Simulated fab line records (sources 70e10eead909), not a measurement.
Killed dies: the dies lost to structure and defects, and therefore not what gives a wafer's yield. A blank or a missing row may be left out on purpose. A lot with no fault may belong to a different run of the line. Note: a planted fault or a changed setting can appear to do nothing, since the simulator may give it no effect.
fab line records | flow nand_harc
[record] lots = 5 | wafers = 14 | last_day = 26
route steps=1159 shown A_BONDPAD@1065 END@1159
lots that met no fault: from a run of the same line without faults
start_h: start of the lot's first displayed wafer, in hours after the record's first day | wait_h: hours from the lot's prior step to this one | " repeats the value in the row above | L1.1+2: several wafers, shown together as one row | - no value, or no start was given | * or withheld: withheld | < > ~ a bound
route shown NAME@n: NAME is a module with steps in the file, n the number in the route of the first one | usual: the fault-free wafers' mean and standard deviation | same: alike in all rows | chamber/n: place in a boat | sites: the reading at each site | _std_site: the values' standard deviation | _edge_site: inner sites' mean taken away from outer sites' mean | radius_mm: how far each site lies from the wafer's centre | mask NAME#n: copy n | behind: the last tool/chamber to shape the wafer | hold: reason for holding the lot/hours on hold/outcome of the hold | device: names the non-switching transistor (n, p or np) | end of line: the route-end tests of the same wafers | step lacking rows: just its recipe | killed: count of dies lost to structure and defects at first sort (not the wafer's yield) | map: per-die view of a wafer (x killed, . not killed, _ where there is no die)
set.NAME: setting as actually run; set.NAME@STEP: the setting as run at that earlier step | model.NAME: the simulator's own value behind a step, which no gauge read
lots at some steps of the route; a table a step, a row a wafer
services: the hour from which a tool's chamber was out of use, counted from the record's first day as start_h (under 0 if before that day), plus the number of hours and why
[[steps]]
[step NHARC_A_BONDPAD_COAT_33]
[recipe] temp_c = 200 | time_s = 65
[step NHARC_A_BONDPAD_COAT_03]
[recipe] spin_rpm = 2000 | resist_thk_nm = 600
[step NHARC_A_BONDPAD_SOFTBAKE_04]
[recipe] temp_c = 125 | time_s = 70
[step NHARC_A_BONDPAD_EBR_05]
[step NHARC_A_BONDPAD_EXPOSE_06]
[recipe] na = 0.55 | dose_mj = 36.99 | mask_id = A_BPAD
[step NHARC_A_BONDPAD_PEB_07]
[recipe] peb_temp_c = 128 | peb_time_s = 80
[step NHARC_A_BONDPAD_DEVELOP_08]
[recipe] time_s = 50 | dev_temp_c = 22
[step NHARC_A_BONDPAD_CD_MEAS_09]
[recipe] target_cd_nm = 500 | landing_energy_ev = 500
[usual] cd_nm = 499.8/2.1
lot.wafer | tool      | chamber | start_h | wait_h | cd_nm
L399.2    | cd_sem-02 | 0       | 422.15  | -      | 498.7
L399.4    | "         | 0       | "       | "      | 499.7
L399.6    | "         | 0       | "       | "      | 498.6
L400.1    | cd_sem-01 | 0       | 427.19  | -      | 503.1
L400.5    | "         | 0       | "       | "      | 503.2
L400.6    | "         | 0       | "       | "      | 500.2
L403.1    | cd_sem-01 | 0       | 459.05  | -      | 498.4
L403.2    | "         | 0       | "       | "      | 498.2
L403.4    | "         | 0       | "       | "      | 498.2
L410.4    | cd_sem-01 | 0       | 488.64  | -      | 499.2
L410.6    | "         | 0       | "       | "      | 499.5
L418.3    | cd_sem-02 | 0       | 555.50  | -      | 500.9
L418.4    | "         | 0       | "       | "      | 498.7
L418.5    | "         | 0       | "       | "      | 500.0
[step NHARC_A_BONDPAD_OVL_MEAS_35]
[usual] overlay_x_nm = 2/6.2 | overlay_y_nm = 2/7.6
lot.wafer | tool       | chamber | start_h | wait_h | overlay_x_nm | overlay_y_nm
L399.2    | overlay-01 | -       | 422.24  | -      | 7            | -11
L399.4    | "          | -       | "       | "      | 7            | -10
L399.6    | "          | -       | "       | "      | 7            | -10
L400.1    | overlay-02 | -       | 427.28  | -      | -4           | -2
L400.5    | "          | -       | "       | "      | -4           | -2
L400.6    | "          | -       | "       | "      | -5           | -2
L403.1    | overlay-01 | -       | 459.14  | -      | 10           | -4
L403.2    | "          | -       | "       | "      | 10           | -4
L403.4    | "          | -       | "       | "      | 11           | -4
L410.4    | overlay-01 | -       | 488.72  | -      | 4            | 1
L410.6    | "          | -       | "       | "      | 4            | 1
L418.3    | overlay-01 | -       | 555.60  | -      | 14           | 1
L418.4    | "          | -       | "       | "      | 14           | 0
L418.5    | "          | -       | "       | "      | 14           | 1
[step NHARC_A_BONDPAD_HARDBAKE_10]
[recipe] temp_c = 118 | time_s = 65
[step NHARC_A_BONDPAD_DESCUM_11]
[recipe] time_s = 3 | o2_flow_sccm = 200 | ar_flow_sccm = 0 | bias_power_w = 0 | chemistry = O2
[usual] drypump_motor_current_A = 5.8/0.31 | oes_product_au = 1.007/0.011 | rf_vpp_V = 57.8/0.91 | showerhead_plenum_p_Torr = 1.92/0.078 | throttle_valve_pct = 11.311/0.0094
lot.wafer | tool        | chamber | start_h | wait_h | drypump_motor_current_A | oes_product_au | rf_hours_counter_h | rf_vpp_V | showerhead_plenum_p_Torr | throttle_valve_pct
L399.2    | rie_diel-03 | 0       | 422.36  | -      | 6.3                     | 0.999          | 1                  | 57.9     | 1.91                     | 11.314
L399.4    | "           | 2       | "       | "      | 5.7                     | 1.037          | 1                  | 57.1     | 1.80                     | 11.307
L399.6    | "           | 0       | "       | "      | 6.3                     | 1.015          | -                  | 57.4     | 1.91                     | 11.305
L400.1    | rie_diel-03 | 3       | 427.44  | -      | 5.6                     | 1.002          | 1                  | 56.1     | 1.94                     | 11.310
L400.5    | "           | 0       | "       | "      | 6.3                     | 1.010          | -                  | 59.6     | 1.91                     | 11.314
L400.6    | "           | 1       | "       | "      | 5.7                     | 1.024          | -                  | 58.8     | 2.03                     | 11.312
L403.1    | rie_diel-03 | 3       | 459.26  | -      | 5.6                     | 0.996          | 2                  | 58.0     | 1.93                     | 11.303
L403.4    | "           | 0       | "       | "      | 6.3                     | 1.002          | 2                  | 57.7     | 1.91                     | 11.303
L403.2    | "           | 1       | "       | "      | 5.7                     | 1.013          | 2                  | 58.2     | 2.02                     | 11.317
L410.4    | rie_diel-03 | 0       | 488.85  | -      | 6.3                     | 1.012          | 3                  | 57.9     | 1.91                     | 11.322
L410.6    | "           | 3       | "       | "      | 5.6                     | 1.000          | -                  | 58.2     | 1.93                     | 11.318
L418.4    | rie_diel-03 | 0       | 555.72  | -      | 6.3                     | 1.009          | 6                  | 58.8     | 1.91                     | 11.304
L418.3    | "           | 1       | "       | "      | 5.7                     | 0.994          | 7                  | 58.2     | 2.02                     | 11.320
L418.5    | "           | 0       | "       | "      | 6.3                     | 1.022          | -                  | 57.7     | 1.91                     | 11.313
[step NHARC_A_BONDPAD_ETCH_34]
[recipe] target_depth_a = 600 | overetch_a = 180 | time_s = 65.91 | ion_energy_ev = 200 | n2_flow_sccm = 150 | h2_flow_sccm = 150 | ar_flow_sccm = 0 | rf_w = 400 | bias_w = 150 | chemistry = N2/H2
[usual] drypump_motor_current_A = 5.83/0.3 | oes_product_au = 1.008/0.011 | rf_vpp_V = 430.6/2.5 | run_length_s = 87.3/0.39 | showerhead_plenum_p_Torr = 2.04/0.089 | throttle_valve_pct = 14.172/0.0089
lot.wafer | tool        | chamber | start_h | wait_h | drypump_motor_current_A | oes_product_au | rf_hours_counter_h | rf_vpp_V | run_length_s | showerhead_plenum_p_Torr | throttle_valve_pct
L399.4    | rie_diel-03 | 3       | 422.46  | 0.1    | 5.58                    | 1.011          | 1                  | 432.2    | 86.9         | 2.06                     | 14.177
L399.2    | "           | 0       | "       | "      | 6.34                    | 0.999          | 1                  | 429.3    | 87.6         | 2.03                     | 14.180
L399.6    | "           | 1       | "       | "      | 5.69                    | 1.005          | -                  | 433.9    | 88.0         | 2.16                     | 14.172
L400.1    | rie_diel-03 | 0       | 427.52  | 0.1    | 6.30                    | 1.007          | 1                  | 428.7    | 87.5         | 2.03                     | 14.178
L400.6    | "           | 1       | "       | "      | 5.74                    | 1.006          | -                  | 432.6    | 87.9         | 2.16                     | 14.161
L400.5    | "           | 2       | "       | "      | 5.77                    | 1.024          | -                  | 427.8    | 87.0         | 1.91                     | 14.163
L403.2    | rie_diel-03 | 2       | 459.35  | 0.1    | 5.76                    | 1.021          | 2                  | 425.5    | 87.0         | 1.91                     | 14.173
L403.1    | "           | 3       | "       | "      | 5.53                    | 0.996          | 2                  | 430.4    | 87.0         | 2.06                     | 14.172
L403.4    | "           | 0       | "       | "      | 6.31                    | 1.009          | 2                  | 429.8    | 87.1         | 2.03                     | 14.183
L410.4    | rie_diel-03 | 0       | 488.95  | 0.1    | 6.31                    | 1.017          | 3                  | 431.4    | 87.0         | 2.03                     | 14.169
L410.6    | "           | 1       | "       | "      | 5.70                    | 1.010          | -                  | 433.5    | 87.8         | 2.16                     | 14.167
L418.3    | rie_diel-03 | 2       | 555.81  | 0.1    | 5.76                    | 1.011          | 6                  | 426.7    | 87.4         | 1.91                     | 14.156
L418.4    | "           | 3       | "       | "      | 5.56                    | 0.996          | 7                  | 432.2    | 87.3         | 2.06                     | 14.171
L418.5    | "           | 2       | "       | "      | 5.74                    | 0.996          | -                  | 427.7    | 87.2         | 1.91                     | 14.179
[step NHARC_A_BONDPAD_ETCH_12]
[recipe] target_depth_a = 2200 | time_s = 110 | chf3_flow_sccm = 50 | o2_flow_sccm = 10 | ar_flow_sccm = 200 | rf_w = 500 | bias_w = 200 | chemistry = CHF3/O2
[usual] drypump_motor_current_A = 5.84/0.3 | oes_product_au = 0.963/0.021 | rf_vpp_V = 370.6/2.3 | run_length_s = 131.4/0.36 | showerhead_plenum_p_Torr = 2.41/0.097 | throttle_valve_pct = 20.573/0.0097
lot.wafer | tool        | chamber | start_h | wait_h | drypump_motor_current_A | oes_product_au | rf_hours_counter_h | rf_vpp_V | run_length_s | showerhead_plenum_p_Torr | throttle_valve_pct
L399.4    | rie_diel-03 | 3       | 422.55  | -      | 5.55                    | 0.975          | 1                  | 372.7    | 131.0        | 2.43                     | 20.574
L399.2    | "           | 0       | "       | "      | 6.31                    | 0.964          | 1                  | 370.5    | 131.0        | 2.39                     | 20.562
L399.6    | "           | 3       | "       | "      | 5.61                    | 0.980          | -                  | 370.9    | 131.6        | 2.43                     | 20.579
L400.1    | rie_diel-03 | 0       | 427.69  | -      | 6.32                    | 0.961          | 1                  | 371.0    | 131.1        | 2.39                     | 20.583
L400.6    | "           | 2       | "       | "      | 5.74                    | 0.994          | -                  | 368.1    | 131.3        | 2.26                     | 20.572
L400.5    | "           | 3       | "       | "      | 5.58                    | 0.964          | -                  | 371.7    | 131.4        | 2.43                     | 20.573
L403.1    | rie_diel-03 | 1       | 459.45  | -      | 5.68                    | 0.983          | 3                  | 372.6    | 131.7        | 2.53                     | 20.561
L403.4    | "           | 2       | "       | "      | 5.75                    | 0.958          | 2                  | 366.3    | 131.1        | 2.26                     | 20.570
L403.2    | "           | 3       | "       | "      | 5.59                    | 0.955          | 2                  | 370.7    | 131.3        | 2.43                     | 20.575
L410.4    | rie_diel-03 | 3       | 489.03  | -      | 5.52                    | 0.965          | 4                  | 371.6    | 131.3        | 2.43                     | 20.570
L410.6    | "           | 2       | "       | "      | 5.76                    | 0.988          | -                  | 368.2    | 116.4        | 2.26                     | 20.568
L418.4    | rie_diel-03 | 3       | 555.92  | -      | 5.56                    | 0.973          | 7                  | 370.8    | 131.0        | 2.43                     | 20.591
L418.3    | "           | 0       | "       | "      | 6.33                    | 0.971          | 6                  | 369.6    | 131.4        | 2.39                     | 20.575
L418.5    | "           | 2       | "       | "      | 5.76                    | 0.991          | -                  | 367.9    | 131.2        | 2.26                     | 20.582
[step NHARC_A_BONDPAD_CD_MEAS_13]
[usual] cd_nm = 499.4/2.3
lot.wafer | tool      | chamber | start_h | wait_h | cd_nm
L399.2    | cd_sem-01 | -       | 422.68  | -      | 498.9
L399.4    | "         | -       | "       | "      | 500.5
L399.6    | "         | -       | "       | "      | 499.4
L400.1    | cd_sem-03 | -       | 427.81  | -      | 502.6
L400.5    | "         | -       | "       | "      | 501.9
L400.6    | "         | -       | "       | "      | 500.7
L403.1    | cd_sem-03 | -       | 459.57  | -      | 498.0
L403.2    | "         | -       | "       | "      | 497.6
L403.4    | "         | -       | "       | "      | 498.9
L410.4    | cd_sem-02 | -       | 489.17  | -      | 499.4
L410.6    | "         | -       | "       | "      | 500.5
L418.3    | cd_sem-02 | -       | 556.04  | -      | 499.1
L418.4    | "         | -       | "       | "      | 498.4
L418.5    | "         | -       | "       | "      | 498.2
[step NHARC_END_SORT_01]
[recipe] temp_c = 25
[usual] defect_limited_yield = 95.4/1.7 | killed_at_array = 27/12 | killed_at_other = 0.9/1.1 | killed_at_periphery = 3.2/2.4 | killed_dies = 31/12 | killed_open = 3.3/1.7 | killed_short = 2.0/1.6 | sort_bin_2_pct = 1.5/0.74 | sort_bin_3_pct = 0.25/0.22 | sort_bin_4_pct = 2.9/1.1 | sort_n_pass = 646/12 | sort_rim_yield_pct = 97.2/1.8 | sort_yield_pct = 95.4/1.7
[same] gross_dies = 677 | sort_bin_5_pct[%] = 0 | sort_bin_6_pct[%] = 0 | sort_bin_7_pct[%] = 0 | sort_bin_8_pct[%] = 0 | sort_rim_n_gross = 106.00
lot.wafer | tool      | chamber | start_h | wait_h | defect_limited_yield[%] | killed_at_array | killed_at_other | killed_at_periphery | killed_dies | killed_open | killed_short | sort_bin_2_pct[%] | sort_bin_3_pct[%] | sort_bin_4_pct[%] | sort_n_pass | sort_rim_yield_pct[%] | sort_yield_pct[%]
L410.6    | prober-02 | 0       | 598.70  | 4.0    | 0.1                     | 676             | 0               | 0                   | 676         | 3           | 6            | 96.9              | 0.59              | 2.4               | 1           | 0.9                   | 0.1
// killed by level:class
L410.6 A_BONDPAD:area_etch=643 A_CHANNEL_HOLE_D1:chamber_film_flake=18 A_STAIRCASE:chamber_film_flake=5 A_ONON_D1:geometric_particle:short=2 A_STAIRCASE:geometric_particle:short=1 A_SGD_CUT:geometric_particle:short=1 A_SGD_CUT:geometric_particle:open=1 A_WL_FILL:geometric_particle:short=1
// map L410.6 (x killed, . not)
____________x____________
_________xxxxxxx_________
_______xxxxxxxxxxx_______
______xxxxxxxxxxxxx______
_____xxxxxxxxxxxxxxx_____
____xxxxxxxxxxxxxxxxx____
____xxxxxxxxxxxxxxxxx____
___xxxxxxxxxxxxxxxxxxx___
___xxxxxxxxxxxxxxxxxxx___
__xxxxxxxxxxxxxxxxxxxxx__
__xxxxxxxxxxxxxxxxxxxxx__
_xxxxxxxxxxxxxxxxxxxxxxx_
_xxxxxxxxxxxxxxxxxxxxxxx_
_xxxxxxxxxxxxxxxxxxxxxxx_
_xxxxxxxxxxxxxxxxxxxxxxx_
_xxxxxxxxxxxxxxxxxxxxxxx_
xxxxxxxxxxxxxxxxxxxxxxxxx
xxxxxxxxxxxxxxxxxxxxxxxxx
xxxxxxxxxxxxxxxxxxxxxxxxx
xxxxxxxxxxxxxxxxxxxxxxxxx
xxxxxxxxxxxxxxxxxxxxxxxxx
_xxxxxxxxxxxxxxxxxxxxxxx_
_xxxxxxxxxxxxxxxxxxxxxxx_
_xxxxxxxxxxxxxxxxxxxxxxx_
_xxxxxxxxxxxxxxxxxxxxxxx_
_xxxxxxxxxxxxxxxxxxxxxxx_
__xxxxxxxxxxxxxxxxxxxxx__
__xxxxxxxxxxxxxxxxxxxxx__
___xxxxxxxxxxxxxxxxxxx___
___xxxxxxxxxxxxxxxxxxx___
____xxxxxxxxxxxxxxxx.____
____xxxxxxxxxxxxxxxxx____
_____xxxxxxxxxxxxxxx_____
______xxxxxxxxxxxxx______
_______xxxxxxxxxxx_______
_________xxxxxxx_________
____________x____________
// map L399.6 (x killed, . not)
____________.____________
_________......._________
_______..........._______
______.............______
_____..............._____
____.................____
____.................____
___...................___
___...................___
__.....................__
__.....................__
_......................._
_...x..............x...._
_x......................_
_................x......_
_.................x....._
.........................
.........................
.........................
...xx.x........x.........
.......x.................
_........x.x............_
_....xx................._
_......xx.........x....._
_....xxxx.x............._
_.......x.........x....._
__.......x.............__
__.....................__
___....x..............___
___x..................___
____.................____
____.................____
_____..............._____
______.............______
_______x.........._______
_________......._________
____________.____________
[[services]]
tool        | chamber | start_h | hours | kind
rie_diel-03 | 0       | 401.32  | -     | clean
rie_diel-03 | 1       | 401.32  | -     | clean
rie_diel-03 | 2       | 401.32  | -     | clean
rie_diel-03 | 3       | 401.32  | -     | clean
rie_diel-03 | 0       | 425.82  | -     | clean
rie_diel-03 | 1       | 425.82  | -     | clean
rie_diel-03 | 2       | 425.82  | -     | clean
rie_diel-03 | 3       | 425.82  | -     | clean
rie_diel-03 | 0       | 450.32  | -     | clean
rie_diel-03 | 1       | 450.32  | -     | clean
rie_diel-03 | 2       | 450.32  | -     | clean
rie_diel-03 | 3       | 450.32  | -     | clean
rie_diel-03 | 2       | 450.63  | 8.1   | repair
rie_diel-03 | 0       | 451.54  | 5.3   | repair
rie_diel-03 | 0       | 474.82  | -     | clean
rie_diel-03 | 1       | 474.82  | -     | clean
rie_diel-03 | 2       | 474.82  | -     | clean
rie_diel-03 | 3       | 474.82  | -     | clean
rie_diel-03 | 0       | 491.86  | 3.4   | repair
rie_diel-03 | 0       | 499.32  | -     | clean
rie_diel-03 | 1       | 499.32  | -     | clean
rie_diel-03 | 2       | 499.32  | -     | clean
rie_diel-03 | 3       | 499.32  | -     | clean
rie_diel-03 | 0       | 538.78  | 4.1   | repair
[[key]]
[first_sign] step = NHARC_A_BONDPAD_ETCH_12 | reading = run_length_s | direction = down | sigmas = 41 | usual = * | struck = *
[effect] step = NHARC_END_SORT_01 | reading = sort_bin_2_pct | direction = up | sigmas = 99+ | usual = 1.5 | struck = 96.9
[more_kills_born_at] NHARC_A_BONDPAD_ETCH_12@rie_diel-03 = 643
met_at NHARC_A_BONDPAD_ETCH_12
struck_wafers L410.6
later_rows_left_out L410.6
onset_between 459.45 489.03
[fault] kind = process_parameter_drift | tool = rie_diel-03 | chamber = - | onset_h = 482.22 | steps = NHARC_A_BONDPAD_ETCH_12 | channel = time_s | offset = * | shape = step | end_h = 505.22 | scope = struck_wafers_only | acts_in = * | stated = *
// later_rows_left_out: the simulator's readings of these wafers behind a module that went badly wrong aren't trusted and aren't shown, but for the sort
